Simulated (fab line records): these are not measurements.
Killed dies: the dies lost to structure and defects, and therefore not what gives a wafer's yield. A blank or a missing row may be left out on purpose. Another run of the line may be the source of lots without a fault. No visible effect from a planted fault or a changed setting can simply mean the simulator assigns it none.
Split-lot study || flow n5_finfet || route with 1938 steps; 7 lots, 21 wafers read

SPLIT DETAILS
At N5_BEOL_M3_DESCUM_33 (chemistry O2, time 7 s), the setting time_s was moved away from the recipe's 7 s on 5 of the 21 wafers read, by -15.1% to +18.8%. All remaining wafers had this setting at the recipe value.

The reading comes from the split's own step.

THE READING
CAR-EUV_of_BEOL_M3_COAT_22.thk_nm (the simulator's own value, which no gauge read), in nm, at N5_BEOL_M3_DESCUM_33 (chemistry O2, time 7 s). There is no usual value for it anywhere in the file. Here, 16 wafers ran the recipe; their average is 26.1 nm with a standard deviation of 0.12 nm.

{"wafer": "L078.1", "tool, chamber at the split": "rie_diel-04, 2,0", "time_s as run, s": 7, "against the recipe": "recipe", "CAR-EUV_of_BEOL_M3_COAT_22.thk_nm, nm": 26, "against lot-mates on the recipe": "-"}
{"wafer": "L078.3", "tool, chamber at the split": "rie_diel-04, 2,0", "time_s as run, s": 7, "against the recipe": "recipe", "CAR-EUV_of_BEOL_M3_COAT_22.thk_nm, nm": 26, "against lot-mates on the recipe": "-"}
{"wafer": "L078.5", "tool, chamber at the split": "rie_diel-04, 1", "time_s as run, s": 7, "against the recipe": "recipe", "CAR-EUV_of_BEOL_M3_COAT_22.thk_nm, nm": 26.2, "against lot-mates on the recipe": "-"}
{"wafer": "L079.2", "tool, chamber at the split": "rie_diel-04, 0", "time_s as run, s": 7, "against the recipe": "recipe", "CAR-EUV_of_BEOL_M3_COAT_22.thk_nm, nm": 26.2, "against lot-mates on the recipe": "-"}
{"wafer": "L079.5", "tool, chamber at the split": "rie_diel-04, 0", "time_s as run, s": 7, "against the recipe": "recipe", "CAR-EUV_of_BEOL_M3_COAT_22.thk_nm, nm": 26.2, "against lot-mates on the recipe": "-"}
{"wafer": "L079.6", "tool, chamber at the split": "rie_diel-04, 1", "time_s as run, s": 5.945, "against the recipe": "-15.1%", "CAR-EUV_of_BEOL_M3_COAT_22.thk_nm, nm": 26.6, "against lot-mates on the recipe": "+0.4"}
{"wafer": "L081.3", "tool, chamber at the split": "rie_diel-05, 0,3", "time_s as run, s": 7, "against the recipe": "recipe", "CAR-EUV_of_BEOL_M3_COAT_22.thk_nm, nm": 26, "against lot-mates on the recipe": "-"}
{"wafer": "L081.6", "tool, chamber at the split": "rie_diel-05, 0,3", "time_s as run, s": 7, "against the recipe": "recipe", "CAR-EUV_of_BEOL_M3_COAT_22.thk_nm, nm": 26, "against lot-mates on the recipe": "-"}
{"wafer": "L081.4", "tool, chamber at the split": "rie_diel-05, 1", "time_s as run, s": 7, "against the recipe": "recipe", "CAR-EUV_of_BEOL_M3_COAT_22.thk_nm, nm": 26.2, "against lot-mates on the recipe": "-"}
{"wafer": "L083.1", "tool, chamber at the split": "rie_diel-04, 3,1", "time_s as run, s": 7, "against the recipe": "recipe", "CAR-EUV_of_BEOL_M3_COAT_22.thk_nm, nm": 26, "against lot-mates on the recipe": "-"}
{"wafer": "L083.2", "tool, chamber at the split": "rie_diel-04, 3,1", "time_s as run, s": 7, "against the recipe": "recipe", "CAR-EUV_of_BEOL_M3_COAT_22.thk_nm, nm": 26, "against lot-mates on the recipe": "-"}
{"wafer": "L083.4", "tool, chamber at the split": "rie_diel-04, 0", "time_s as run, s": 6.399, "against the recipe": "-8.6%", "CAR-EUV_of_BEOL_M3_COAT_22.thk_nm, nm": 26.4, "against lot-mates on the recipe": "+0.4"}
{"wafer": "L086.2", "tool, chamber at the split": "rie_diel-04, 0", "time_s as run, s": 7, "against the recipe": "recipe", "CAR-EUV_of_BEOL_M3_COAT_22.thk_nm, nm": 26, "against lot-mates on the recipe": "-"}
{"wafer": "L086.4", "tool, chamber at the split": "rie_diel-04, 2", "time_s as run, s": 7, "against the recipe": "recipe", "CAR-EUV_of_BEOL_M3_COAT_22.thk_nm, nm": 26.2, "against lot-mates on the recipe": "-"}
{"wafer": "L086.6", "tool, chamber at the split": "rie_diel-04, 1", "time_s as run, s": 8.315, "against the recipe": "+18.8%", "CAR-EUV_of_BEOL_M3_COAT_22.thk_nm, nm": 25.4, "against lot-mates on the recipe": -0.7}
{"wafer": "L089.2", "tool, chamber at the split": "rie_diel-04, 3,1", "time_s as run, s": 7, "against the recipe": "recipe", "CAR-EUV_of_BEOL_M3_COAT_22.thk_nm, nm": 26, "against lot-mates on the recipe": "-"}
{"wafer": "L089.5", "tool, chamber at the split": "rie_diel-04, 3,1", "time_s as run, s": 7, "against the recipe": "recipe", "CAR-EUV_of_BEOL_M3_COAT_22.thk_nm, nm": 26, "against lot-mates on the recipe": "-"}
{"wafer": "L089.4", "tool, chamber at the split": "rie_diel-04, 0", "time_s as run, s": 7, "against the recipe": "recipe", "CAR-EUV_of_BEOL_M3_COAT_22.thk_nm, nm": 25.8, "against lot-mates on the recipe": "-"}
{"wafer": "L091.1", "tool, chamber at the split": "rie_diel-04, 3", "time_s as run, s": 7, "against the recipe": "recipe", "CAR-EUV_of_BEOL_M3_COAT_22.thk_nm, nm": 26.2, "against lot-mates on the recipe": "-"}
{"wafer": "L091.2", "tool, chamber at the split": "rie_diel-04, 1,2", "time_s as run, s": 6.383, "against the recipe": "-8.8%", "CAR-EUV_of_BEOL_M3_COAT_22.thk_nm, nm": 26.4, "against lot-mates on the recipe": "+0.2"}
{"wafer": "L091.4", "tool, chamber at the split": "rie_diel-04, 1,2", "time_s as run, s": 6.383, "against the recipe": "-8.8%", "CAR-EUV_of_BEOL_M3_COAT_22.thk_nm, nm": 26.4, "against lot-mates on the recipe": "+0.2"}
The file does not say which wafer passed through which chamber wherever a row lists several chambers: such a row stands for several wafers.

THE FIT
A straight line over all 21 wafers: CAR-EUV_of_BEOL_M3_COAT_22.thk_nm changes by -0.0362 nm for each +1% of time_s; r = -0.91; the points scatter about the line by 0.11 nm.
The same after taking each lot's own level away (the mean of its wafers on the recipe; 21 wafers): -0.0326 nm for each +1%; r = -0.92; scatter 0.087 nm.
Per that fit: largest time_s move, reading shift of 0.61 nm.
From 25.93 to 26.20 nm: that is the span of the lots' own levels, equal to 2.3 times the standard deviation above.
In other words, the slope is changed by the lot-to-lot level; the two fits disagree.
Check: -0.531 nm against its lot-mates is what the line predicts for one of the wafers moved furthest among these (+18.8%) when that wafer is left out of the fit. It came out at -0.7 nm against them.

OTHER SPLITS ON THESE WAFERS
Before the reading, these wafers also passed through other splits. Each is held against what the fit with the lots' levels taken away leaves over:
{"other split on the same wafers": "N5_BEOL_M0_TRENCH_ETCH_107 target_depth_a", "wafers away from the commonest value": 8, "r with CAR-EUV_of_BEOL_M3_COAT_22.thk_nm (lot level and that fit taken away)": -0.36}
{"other split on the same wafers": "N5_BEOL_M0_ETCH_109 bias_w", "wafers away from the commonest value": 9, "r with CAR-EUV_of_BEOL_M3_COAT_22.thk_nm (lot level and that fit taken away)": "+0.24"}
{"other split on the same wafers": "N5_BEOL_M2_VIA_ETCH_34 time_s", "wafers away from the commonest value": 7, "r with CAR-EUV_of_BEOL_M3_COAT_22.thk_nm (lot level and that fit taken away)": -0.15}
{"other split on the same wafers": "N5_BEOL_M2_TRENCH_ETCH_37 bias_w", "wafers away from the commonest value": 4, "r with CAR-EUV_of_BEOL_M3_COAT_22.thk_nm (lot level and that fit taken away)": "+0.04"}
{"other split on the same wafers": "N5_BEOL_M3_ETCH_64 time_s", "wafers away from the commonest value": 5, "r with CAR-EUV_of_BEOL_M3_COAT_22.thk_nm (lot level and that fit taken away)": "+0.28"}
{"other split on the same wafers": "N5_BEOL_M3_COAT_76 spin_rpm", "wafers away from the commonest value": 8, "r with CAR-EUV_of_BEOL_M3_COAT_22.thk_nm (lot level and that fit taken away)": "+0.25"}

FILE'S OWN FIT
CAR-EUV_of_BEOL_M3_COAT_22.thk_nm changes by -0.0333 nm for each +1% of time_s, r = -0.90.
